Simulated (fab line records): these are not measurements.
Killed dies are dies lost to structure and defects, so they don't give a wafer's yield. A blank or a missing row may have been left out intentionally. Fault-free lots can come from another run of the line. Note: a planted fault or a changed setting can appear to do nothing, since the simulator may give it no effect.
Split-lot experiment | flow n5 finfet | 21 wafers read across 7 lots, on a route 1938 steps long

## THE SPLIT
At N5_BEOL_M13_SPUTTER_43 (material TaN, target thk 15 nm, time 24.19 s), the setting time s was moved away from the recipe's 24.19 s on 10 of the 21 wafers read, by -12.9% to +13.7%. All remaining wafers had this setting at the recipe value.

The split's own step is where the reading is taken.

## THE READING
TaN_of_BEOL_M13_SPUTTER_43.thk nm (the simulator's own value, which no gauge read), in nm, at N5_BEOL_M13_SPUTTER_43 (material TaN, target thk 15 nm, time 24.19 s). No usual value for it is given in the file. Across the 11 wafers here that went through the recipe, the average is 14.9 nm and the standard deviation 0.096 nm.

wafer  | tool, chamber at the split | time s as run, s | against the recipe | TaN_of_BEOL_M13_SPUTTER_43.thk nm, nm | against lot-mates on the recipe
L074.3 | pvd sputter-02, -          | 24.19            | recipe             | 14.8                                  | -
L074.6 | pvd sputter-02, -          | 24.19            | recipe             | 14.8                                  | -
L074.4 | pvd sputter-02, -          | 26.57            | +9.8%              | 16.2                                  | +1.4
L075.2 | pvd sputter-03, -          | 24.19            | recipe             | 15                                    | -
L075.3 | pvd sputter-03, -          | 24.19            | recipe             | 14.8                                  | -
L075.5 | pvd sputter-03, -          | 27.32            | +12.9%             | 16.8                                  | +1.9
L083.2 | pvd sputter-01, -          | 24.19            | recipe             | 14.8                                  | -
L083.3 | pvd sputter-01, -          | 27.5             | +13.7%             | 16.8                                  | +2.0
L083.4 | pvd sputter-01, -          | 27.5             | +13.7%             | 17.2                                  | +2.4
L088.2 | pvd sputter-03, -          | 24.19            | recipe             | 15                                    | -
L088.5 | pvd sputter-03, -          | 24.19            | recipe             | 15                                    | -
L088.3 | pvd sputter-03, -          | 24.19            | recipe             | 14.8                                  | -
L091.3 | pvd sputter-01, -          | 21.07            | -12.9%             | 13.2                                  | -1.8
L091.4 | pvd sputter-01, -          | 21.07            | -12.9%             | 12.8                                  | -2.2
L091.5 | pvd sputter-01, -          | 24.19            | recipe             | 15                                    | -
L096.1 | pvd sputter-01, -          | 24.19            | recipe             | 14.8                                  | -
L096.2 | pvd sputter-01, -          | 26.57            | +9.8%              | 16.4                                  | +1.6
L096.3 | pvd sputter-01, -          | 26.57            | +9.8%              | 16.4                                  | +1.6
L097.2 | pvd sputter-01, -          | 24.19            | recipe             | 14.8                                  | -
L097.3 | pvd sputter-01, -          | 27.34            | +13.0%             | 16.6                                  | +1.8
L097.4 | pvd sputter-01, -          | 27.34            | +13.0%             | 16.8                                  | +2.0

FIT RESULTS
A straight line over all 21 wafers: TaN_of_BEOL_M13_SPUTTER_43.thk nm changes by +0.147 nm for each +1% of time s; r = +0.99; the points scatter about the line by 0.14 nm.
The same after taking each lot's own level away (the mean of its wafers on the recipe; 21 wafers): +0.154 nm for each +1%; r = +1.00; scatter 0.13 nm.
That fit puts the effect of the largest move of time s on the reading at 2.1 nm.
Measured against the standard deviation above, the lots' own levels, which go from 14.80 to 15.00 nm, span 2.1 times it.
Consequently the slope shifts little with the lot-to-lot level, the two slopes agreeing.
Check: for one of the wafers moved furthest among these (+13.7%), held out of the fit, the line's prediction against its lot-mates is +2.12 nm. It came out at +2 nm against them.

## THESE WAFERS: OTHER SPLITS
Other splits were also applied to these wafers ahead of the reading. Each is held against what the fit with the lots' levels taken away leaves over:
other split on the same wafers   | wafers away from the commonest value | r with TaN_of_BEOL_M13_SPUTTER_43.thk nm (lot level and that fit taken away)
N5_BEOL_M9_TRENCH_ETCH_37 bias w | 8                                    | -0.07
N5_BEOL_M10_ETCH_41 source w     | 7                                    | +0.23
N5_BEOL_M11_COAT_63 spin rpm     | 3                                    | -0.45
N5_BEOL_M11_COAT_22 spin rpm     | 9                                    | +0.01
N5_BEOL_M13_COAT_04 spin rpm     | 8                                    | +0.03
N5_BEOL_M13_ETCH_59 bias w       | 5                                    | -0.03

## FILE'S OWN FIT
TaN_of_BEOL_M13_SPUTTER_43.thk nm changes by +0.152 nm for each +1% of time s, r = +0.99.
